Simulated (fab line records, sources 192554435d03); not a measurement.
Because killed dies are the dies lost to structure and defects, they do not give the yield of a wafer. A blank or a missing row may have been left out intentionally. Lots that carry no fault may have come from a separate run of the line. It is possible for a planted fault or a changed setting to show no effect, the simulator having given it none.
fab line records -- flow n5_finfet -- part 2 of 2: steps 18 to 25 of 25
record: lots: 5, wafers: 15, last_day: 16
route steps=1938 shown FIN_CUT@166 STI_FIN_REVEAL@183
lots that met no fault: from a run of the same line without faults
start_h: hours from the record's first day to the start of the lot's first wafer shown -- wait_h: hours since the lot's step before -- " same as the row above -- L1.1+2: one row covering several wafers at once -- - value missing, or start not given -- * or withheld: withheld -- < > ~ a bound
route shown NAME@n: names a module that has steps shown in the file, with the first one's number in the route -- usual: average and standard deviation across the fault-free wafers -- same: alike in all rows -- chamber/n: place in a boat -- sites: per-site readings -- _std_site: the standard deviation of these -- _edge_site: outer sites' mean less inner sites' -- radius_mm: how far each site lies from the wafer's centre -- mask NAME#n: copy n -- behind: the most recent tool/chamber to have shaped the wafer -- hold: the reason the lot was held/the length of the hold in hours/how it ended -- device: which transistor (n, p or np) failed to switch -- end of line: tests run on the same wafers once the route is complete -- for a step that has no rows: nothing shown but its recipe -- killed: dies that structure and defects cost at the first sort, which is not the same as the wafer's yield -- map: a wafer's dies, marking killed ones x, the rest . and places with no die _
set.NAME: the run value of the setting; set.NAME@STEP: its run value at that earlier step -- model.NAME: the simulator's own value behind a step, which no gauge read
lots seen at some steps along the route; tables by step, rows by wafer
services: the hour from which a tool's chamber was out of use, counted from the record's first day as start_h (under 0 if before that day), plus the number of hours and why
== steps ==
step: N5_STI_FIN_REVEAL_ALD_00
recipe: material: SiO2, target_thk_a: 10, temp_c: 300, ald_precursor_family: BDEAS, ald_co_reactant: O2-plasma, pulse_time_s: 1, pressure_torr: 2
usual: heater_power_w: 477/63, precursor_pulse_height_rel: 1.000/0.019, susceptor_temp_C: 300.01/0.18
lot.wafer,tool,chamber,start_h,wait_h,heater_power_w,precursor_pulse_height_rel,susceptor_temp_C
L080.2,ald_sin-04,3,66.66,0.0,466,0.968,299.96
L080.4,ald_sin-04,0,66.66,0.0,523,1.006,300.04
L080.5,ald_sin-04,1,66.66,0.0,556,0.999,300.24
L082.1,ald_sin-04,1,78.02,0.3,558,0.989,300.26
L082.2,ald_sin-04,3,78.02,0.3,472,1.012,300.00
L082.5,ald_sin-04,2,78.02,0.3,492,0.959,300.02
L084.1,ald_sin-04,3,87.79,0.1,467,0.994,299.94
L084.5,ald_sin-04,2,87.79,0.1,486,1.021,300.06
L084.6,ald_sin-04,1,87.79,0.1,547,0.994,300.02
L088.1,ald_sin-03,0,113.64,0.4,528,0.965,299.95
L088.3,ald_sin-03,3,113.64,0.4,393,1.001,299.57
L088.6,ald_sin-03,3,113.64,0.4,386,0.990,299.79
L093.2,ald_sin-03,3,142.07,0.0,387,1.009,300.15
L093.3,ald_sin-03,1,142.07,0.0,410,0.999,299.92
L093.5,ald_sin-03,2,142.07,0.0,582,0.981,300.37
step: N5_STI_FIN_REVEAL_ALD_14
recipe: material: Si3N4, target_thk_a: 30, temp_c: 400, ald_precursor_family: SiH2I2, ald_co_reactant: N2/H2-plasma, pressure_torr: 2
usual: heater_power_w: 853/120, susceptor_temp_C: 399.98/0.23
lot.wafer,tool,chamber,start_h,wait_h,heater_power_w,susceptor_temp_C
L080.2,ald_sin-04,3,66.71,0.0,839,400.14
L080.4,ald_sin-04,0,66.71,0.0,959,399.68
L080.5,ald_sin-04,1,66.71,0.0,982,399.96
L082.1,ald_sin-04,1,78.07,0.0,996,400.09
L082.2,ald_sin-04,3,78.07,0.0,837,400.22
L082.5,ald_sin-04,2,78.07,0.0,871,399.90
L084.1,ald_sin-04,3,87.84,0.0,840,399.62
L084.5,ald_sin-04,2,87.84,0.0,857,400.12
L084.6,ald_sin-04,1,87.84,0.0,996,400.41
L088.1,ald_sin-03,0,113.69,0.0,940,399.70
L088.3,ald_sin-03,3,113.69,0.0,660,400.03
L088.6,ald_sin-03,3,113.69,0.0,696,400.13
L093.2,ald_sin-03,3,142.12,0.0,694,400.11
L093.3,ald_sin-03,1,142.12,0.0,749,400.15
L093.5,ald_sin-03,2,142.12,0.0,1027,399.97
step: N5_STI_FIN_REVEAL_FCVD_FILL_01
recipe: material: SiO2_flowable, target_thk_a: 3120, temp_c: 100, pressure_torr: 0.8, rf_w: 2000, time_s: 512.2
usual: susceptor_temp_C: 99.99/0.13
lot.wafer,tool,chamber,start_h,wait_h,susceptor_temp_C
L080.2,fcvd-01,0,66.95,0.1,99.90
L080.4,fcvd-01,0,66.95,0.1,99.92
L080.5,fcvd-01,1,66.95,0.1,100.15
L082.1,fcvd-01,0,78.31,0.1,99.82
L082.2,fcvd-01,1,78.31,0.1,100.05
L082.5,fcvd-01,1,78.31,0.1,99.95
L084.1,fcvd-02,1,88.09,0.1,100.06
L084.5,fcvd-02,0,88.09,0.1,99.98
L084.6,fcvd-02,1,88.09,0.1,100.20
L088.1,fcvd-01,1,113.93,0.1,100.06
L088.3,fcvd-01,1,113.93,0.1,100.08
L088.6,fcvd-01,1,113.93,0.1,100.15
L093.2,fcvd-02,0,142.36,0.1,99.96
L093.3,fcvd-02,0,142.36,0.1,100.14
L093.5,fcvd-02,0,142.36,0.1,100.13
step: N5_STI_FIN_REVEAL_DENSIFY_02
recipe: temp_c: 650, ambient: steam, time_s: 1800, idle_temp_c: 400, densification_p_h2o_torr: 640
usual: spike_tc_lower_C: 650.3/1.2
lot.wafer,tool,chamber,start_h,wait_h,spike_tc_lower_C
L080.2,furnace-02,0,67.58,0.4,651.3
L080.4,furnace-02,0,67.58,0.4,649.3
L080.5,furnace-02,0,67.58,0.4,650.0
L082.1,furnace-03,0,78.94,0.4,652.8
L082.2,furnace-03,0,78.94,0.4,650.3
L082.5,furnace-03,0,78.94,0.4,651.7
L084.1,furnace-02,0,88.73,0.4,649.3
L084.5,furnace-02,0,88.73,0.4,649.5
L084.6,furnace-02,0,88.73,0.4,648.6
L088.1,furnace-01,0,115.00,0.9,651.4
L088.3,furnace-01,0,115.00,0.9,650.6
L088.6,furnace-01,0,115.00,0.9,649.9
L093.2,furnace-01,0,142.99,0.4,649.8
L093.3,furnace-01,0,142.99,0.4,647.1
L093.5,furnace-01,0,142.99,0.4,650.7
step: N5_STI_FIN_REVEAL_CMP_04
recipe: stop_on: Si3N4, t_overpolish_s: 4, down_force_psi: 2, platen_rpm: 54.18, post_cmp_clean: alkaline_brush, pad_velocity_m_s: 1.078, target_thk_nm: 131.83
usual: motor_current_A: 8.3/0.79, overpolish_run_s: 4.000/0.0085, time_to_endpoint_s: 103/6.1
lot.wafer,tool,chamber,start_h,wait_h,motor_current_A,overpolish_run_s,time_to_endpoint_s
L080.4,cmp-02,0,71.76,0.0,8.7,4.002,103
L080.2,cmp-02,1,71.76,0.0,8.4,4.008,106
L080.5,cmp-02,1,71.76,0.0,8.1,4.002,108
L082.2,cmp-01,2,83.22,0.1,7.3,4.004,101
L082.1,cmp-01,0,83.22,0.1,7.7,4.008,109
L082.5,cmp-01,2,83.22,0.1,7.3,3.995,101
L084.1,cmp-03,1,92.97,0.1,7.9,3.989,100
L084.5,cmp-03,3,92.97,0.1,8.2,3.995,96
L084.6,cmp-03,0,92.97,0.1,8.4,3.995,107
L088.3,cmp-03,3,119.16,0.0,8.8,3.992,96
L088.1,cmp-03,0,119.16,0.0,8.5,4.009,107
L088.6,cmp-03,0,119.16,0.0,8.3,3.991,106
L093.3,cmp-03,2,147.20,0.1,8.4,3.998,97
L093.2,cmp-03,3,147.20,0.1,8.5,3.988,98
L093.5,cmp-03,2,147.20,0.1,8.1,4.012,98
step: N5_STI_FIN_REVEAL_THK_MEAS_05
usual: thk_nm: 132.1/1.4
lot.wafer,tool,chamber,start_h,wait_h,thk_nm
L080.2,film_metro-02,-,72.05,-,132.5
L080.4,film_metro-02,-,72.05,-,134.1
L080.5,film_metro-02,-,72.05,-,132.5
L082.1,film_metro-02,-,83.52,-,134.1
L082.2,film_metro-02,-,83.52,-,131.3
L082.5,film_metro-02,-,83.52,-,131.1
L084.1,film_metro-01,-,93.19,-,131.6
L084.5,film_metro-01,-,93.19,-,130.9
L084.6,film_metro-01,-,93.19,-,134.2
L088.1,film_metro-02,-,119.46,-,134.7
L088.3,film_metro-02,-,119.46,-,131.2
L088.6,film_metro-02,-,119.46,-,133.3
L093.2,film_metro-02,-,147.46,-,132.9
L093.3,film_metro-02,-,147.46,-,130.6
L093.5,film_metro-02,-,147.46,-,131.4
step: N5_STI_FIN_REVEAL_DENSIFY_30
recipe: temp_c: *, time_s: *, ambient: N2, idle_temp_c: 600, ramp_up_c_per_s: 150, ramp_down_c_per_s: 60, cool_to_c: 600
usual: lamp_power_pct: 11.53/0.057, wafer_temp_C_max: *
lot.wafer,tool,chamber,start_h,wait_h,lamp_power_pct,wafer_temp_C_max
L080.2,rtp_anneal-02,0,72.11,0.1,11.51,*
L080.4,rtp_anneal-02,0,72.11,0.1,11.53,*
L080.5,rtp_anneal-02,0,72.11,0.1,11.47,*
L082.1,rtp_anneal-01,0,83.55,0.0,11.48,*
L082.2,rtp_anneal-01,0,83.55,0.0,11.57,*
L082.5,rtp_anneal-01,0,83.55,0.0,11.61,*
L084.1,rtp_anneal-01,0,93.34,0.1,11.59,*
L084.5,rtp_anneal-01,0,93.34,0.1,11.44,*
L084.6,rtp_anneal-01,0,93.34,0.1,11.54,*
L088.1,rtp_anneal-01,0,119.48,0.0,11.49,*
L088.3,rtp_anneal-01,0,119.48,0.0,11.57,*
L088.6,rtp_anneal-01,0,119.48,0.0,11.55,*
L093.2,rtp_anneal-02,0,147.51,0.1,11.54,*
L093.3,rtp_anneal-02,0,147.51,0.1,11.45,*
L093.5,rtp_anneal-02,0,147.51,0.1,11.62,*
step: N5_STI_FIN_REVEAL_ETCHBACK_08
recipe: chemistry: C4F6/O2, target: SiO2, target_depth_a: 305, time_s: 10.167, ion_energy_ev: 250, pressure_mtorr: 30, source_w: 345, bias_w: 185, Ar_flow_sccm: 300, C4F6_flow_sccm: 10, O2_flow_sccm: 10
usual: drypump_motor_current_A: 5.7/0.43, oes_product_au: 0.76/0.089, rf_vpp_V: 658/14, showerhead_plenum_p_Torr: 2.81/0.096, throttle_valve_pct: 21.11/0.27
lot.wafer,tool,chamber,start_h,wait_h,drypump_motor_current_A,oes_product_au,rf_hours_counter_h,rf_vpp_V,showerhead_plenum_p_Torr,throttle_valve_pct
L080.2,rie_diel-05,1,72.29,0.2,6.1,0.95,3,659,2.82,20.89
L080.4,rie_diel-05,2,72.29,0.2,5.1,0.72,173,662,2.98,21.09
L080.5,rie_diel-05,3,72.29,0.2,5.6,0.68,-,639,2.84,21.51
L082.1,rie_diel-04,2,83.83,0.3,5.8,0.75,150,650,2.95,21.20
L082.2,rie_diel-04,1,83.83,0.3,5.2,0.74,155,654,2.72,20.62
L082.5,rie_diel-04,2,83.83,0.3,5.8,0.74,-,650,2.95,21.20
L084.1,rie_diel-04,3,93.57,0.2,5.3,0.97,4,659,2.82,20.80
L084.5,rie_diel-04,2,93.57,0.2,5.8,0.74,-,648,2.95,21.23
L084.6,rie_diel-04,1,93.57,0.2,5.2,0.74,-,651,2.71,20.62
L088.1,rie_diel-04,2,119.91,0.4,5.8,0.74,160,650,2.94,21.20
L088.3,rie_diel-04,0,119.91,0.4,5.6,0.69,218,654,2.73,21.14
L088.6,rie_diel-04,2,119.91,0.4,5.8,0.73,-,651,2.94,21.22
L093.2,rie_diel-05,0,147.70,0.2,5.7,0.70,230,678,2.71,21.44
L093.3,rie_diel-05,2,147.70,0.2,5.1,0.71,195,662,2.97,21.12
L093.5,rie_diel-05,0,147.70,0.2,5.7,0.69,-,677,2.71,21.43
== services ==
tool,chamber,start_h,hours,kind
ald_sin-03,-,42.67,4.3,pm
rie_diel-02,-,46.21,15.6,pm
rie_diel-05,3,46.35,2.7,repair
rie_diel-03,3,48.58,9.8,repair
cmp-02,-,50.19,1.1,repair
rie_diel-01,3,50.91,4.7,repair
cmp-02,-,54.90,4.0,pm
rie_diel-01,0,55.60,-,clean
rie_diel-01,0,55.60,-,consumable_replace:focus_ring
rie_diel-01,0,55.60,23.9,scheduled_down
cmp-03,-,57.67,6.3,pm
rie_diel-05,2,59.86,3.2,repair
cmp-01,-,62.05,0.9,repair
rie_diel-05,-,63.26,0.9,repair
cmp-03,-,64.00,11.1,pm
wet_bench-04,-,74.32,1.9,pm
rie_diel-03,1,76.00,12.8,repair
rie_diel-05,2,90.55,4.2,repair
rie_diel-01,-,94.55,4.1,repair
rie_si-02,2,95.57,6.3,repair
rie_diel-05,2,112.56,7.4,repair
cmp-01,-,118.43,9.1,pm
rie_diel-04,2,130.36,10.1,repair
rie_diel-05,3,134.08,65.0,repair
